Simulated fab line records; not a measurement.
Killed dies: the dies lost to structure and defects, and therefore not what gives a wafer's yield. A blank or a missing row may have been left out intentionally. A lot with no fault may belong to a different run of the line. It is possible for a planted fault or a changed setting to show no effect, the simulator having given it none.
Which tool did it? | flow n5-finfet | 31 wafers from 13 lots sampled at 3 of the route's 1938 steps

WHAT EACH GAUGE READ, for each wafer
N5_BEOL_M4_RC_MEAS_101. Usual: DIBL_N 36.0 mV/V, standard deviation 1.9; DIBL_P 35.6 mV/V, standard deviation 2.4; IOFF_N 0.16 nA/um, standard deviation 0.036; IOFF_P 0.21 nA/um, standard deviation 0.04; ION_N 673 uA/um, standard deviation 14; ION_P 460 uA/um, standard deviation 8.9; SS_N 71.5 mV/dec, standard deviation 0.67; SS_P 73.2 mV/dec, standard deviation 0.73; VT_N 249 mV, standard deviation 3.6; VT_P -250 mV, standard deviation 3.7.
lot  | measured     | on        | DIBL_N (mV/V)  | DIBL_P (mV/V)  | IOFF_N (nA/um) | IOFF_P (nA/um) | ION_N (uA/um) | ION_P (uA/um) | SS_N (mV/dec)  | SS_P (mV/dec)  | VT_N (mV)   | VT_P (mV)      | flag
L424 | day 8 01:23  | prober-02 | 35.0 31.5 34.7 | 35.2 31.6 35.5 | 0.15 0.10 0.14 | 0.16 0.12 0.16 | 683 661 668   | 458 449 456   | 72.3 70.8 71.4 | 72.4 71.6 72.9 | 252 259 252 | -255 -261 -256 |
L426 | day 8 21:08  | prober-02 | 34.4 36.4      | 32.6 34.7      | 0.13 0.14      | 0.18 0.20      | 668 657       | 460 455       | 70.8 71.3      | 73.0 73.0      | 253 256     | -249 -248      |
L429 | day 9 01:42  | prober-02 | 36.6 34.7      | 37.3 34.8      | 0.16 0.13      | 0.23 0.19      | 659 662       | 465 457       | 71.3 70.4      | 73.2 72.6      | 249 254     | -249 -251      |
L430 | day 9 08:53  | prober-02 | 36.5 36.1      | 36.3 36.6      | 0.15 0.15      | 0.19 0.20      | 666 663       | 454 454       | 71.7 72.0      | 73.6 73.5      | 250 250     | -254 -251      |
L431 | day 9 19:20  | prober-01 | 37.1 36.2      | 38.2 34.7      | 0.20 0.17      | 0.28 0.22      | 693 663       | 476 459       | 72.1 71.8      | 73.3 72.7      | 245 248     | -243 -247      |
L432 | day 10 02:53 | prober-01 | 37.1 35.8      | 36.2 35.0      | 0.19 0.17      | 0.24 0.23      | 695 701       | 478 485       | 71.9 71.5      | 72.7 73.0      | 241 244     | -245 -247      |
L433 | day 10 05:46 | prober-01 | 36.5 36.0 36.5 | 35.0 36.1 35.3 | 0.15 0.15 0.16 | 0.19 0.20 0.19 | 648 683 658   | 445 468 447   | 72.1 71.6 71.5 | 73.2 72.8 73.2 | 252 249 249 | -253 -253 -251 |
L434 | day 10 11:40 | prober-01 | 35.5 33.9      | 35.0 32.8      | 0.14 0.11      | 0.18 0.15      | 663 653       | 460 453       | 71.0 70.6      | 72.9 72.7      | 250 255     | -253 -254      |
L435 | day 10 15:28 | prober-01 | 37.1 40.2 37.7 | 36.9 39.4 37.0 | 0.19 0.22 0.19 | 0.23 0.28 0.22 | 683 673 681   | 465 464 464   | 71.3 71.7 71.9 | 74.6 74.8 74.1 | 246 246 247 | -250 -246 -247 |
L436 | day 11 06:44 | prober-01 | 33.4 35.2      | 31.9 34.6      | 0.10 0.15      | 0.16 0.19      | 642 674       | 451 461       | 70.7 70.6      | 71.4 73.1      | 256 249     | -256 -252      |
L437 | day 11 17:19 | prober-02 | 32.8 37.4      | 33.5 37.4      | 0.12 0.19      | 0.15 0.21      | 679 688       | 457 459       | 70.1 71.7      | 71.7 73.4      | 250 244     | -257 -252      |
L442 | day 12 12:13 | prober-02 | 34.6 33.1 36.2 | 35.0 32.2 36.5 | 0.15 0.11 0.16 | 0.19 0.15 0.21 | 677 664 672   | 467 461 468   | 71.4 70.9 71.1 | 73.3 72.4 73.8 | 249 254 249 | -251 -255 -249 |
L441 | day 12 17:22 | prober-02 | 31.0 36.8 35.1 | 30.6 37.6 34.8 | 0.10 0.19 0.15 | 0.15 0.26 0.21 | 662 685 665   | 456 464 453   | 69.6 71.5 71.4 | 72.0 73.7 73.8 | 257 245 251 | -254 -248 -249 |

N5_BEOL_M8_INSPECT_30: inspects for defects (brightfield). Usual: raw-defect-count at 410, with a standard deviation of 110.
lot  | measured     | on                | raw-defect-count | flag
L424 | day 9 13:09  | defect-inspect-01 | 412 326 454      |
L426 | day 10 10:37 | defect-inspect-01 | 393 411          |
L429 | day 10 14:03 | defect-inspect-02 | 381 401          |
L430 | day 10 18:09 | defect-inspect-01 | 477 449          |
L431 | day 11 11:43 | defect-inspect-02 | 493 448          |
L432 | day 11 14:42 | defect-inspect-02 | 318 398          |
L433 | day 11 15:37 | defect-inspect-01 | 452 724 489      |
L434 | day 11 21:56 | defect-inspect-02 | 266 231          |
L435 | day 11 21:50 | defect-inspect-02 | 478 309 276      |
L436 | day 12 13:58 | defect-inspect-02 | 200 339          |
L437 | day 12 23:18 | defect-inspect-02 | 581 642          |
L442 | day 13 19:24 | defect-inspect-01 | 452 553 469      |
L441 | day 14 00:56 | defect-inspect-02 | 465 329 378      |

N5_BEOL_M8_OCD_MEAS_38. Usual: trench-depth-nm at 93.1 nm, with a standard deviation of 2.3.
lot  | measured     | on     | trench-depth-nm (nm) | flag
L424 | day 9 13:37  | ocd-02 | 87.0 95.3 95.9       |
L426 | day 10 11:04 | ocd-02 | 90.3 93.1            |
L429 | day 10 14:38 | ocd-01 | 93.1 93.3            |
L430 | day 10 18:37 | ocd-01 | 93.2 90.9            |
L431 | day 11 12:10 | ocd-01 | 89.7 93.2            |
L432 | day 11 15:10 | ocd-01 | 93.0 95.6            |
L433 | day 11 16:05 | ocd-01 | 94.5 91.9 95.9       |
L434 | day 11 22:51 | ocd-01 | 95.5 95.3            |
L435 | day 11 22:26 | ocd-01 | 91.3 94.0 90.7       |
L436 | day 12 14:25 | ocd-01 | 93.2 95.4            |
L437 | day 12 23:46 | ocd-01 | 94.5 94.6            |
L442 | day 13 19:52 | ocd-02 | 96.0 90.9 93.4       |
L441 | day 14 01:43 | ocd-02 | 91.3 91.8 96.4       |

WHAT TOOL EACH LOT RAN ON (gives the tool, then ch and the chambers of the sampled wafers, and finally the start)
There is no process step in the record ahead of these readings.

AS READ BY THE TOOLS THEMSELVES (means over the sampled wafers that have a number; for cases with no such wafer, the mark the record gives instead)
The record holds no such reading with a usual standard deviation.

THE ANSWER, worked out from the rows above alone
Rule: take the mean of a lot's wafers that have a number; if it is more than 3 standard deviations from the usual mean, the lot is off. A lot without any number at a reading at which 4 lots or more have one is off too. Where the step has rows for the other lots, those lots are counted as sound. Order of review: gauges by route order, followed by the tools' own readings, for which a lot's mean as printed above is used. The first step at which some lot is off is used, and at that step the reading that is off furthest; a lot without a number counts as furthest.
None of the lots is off at any reading shown; this tells nothing.

WHAT THE SIMULATOR HAD INSERTED
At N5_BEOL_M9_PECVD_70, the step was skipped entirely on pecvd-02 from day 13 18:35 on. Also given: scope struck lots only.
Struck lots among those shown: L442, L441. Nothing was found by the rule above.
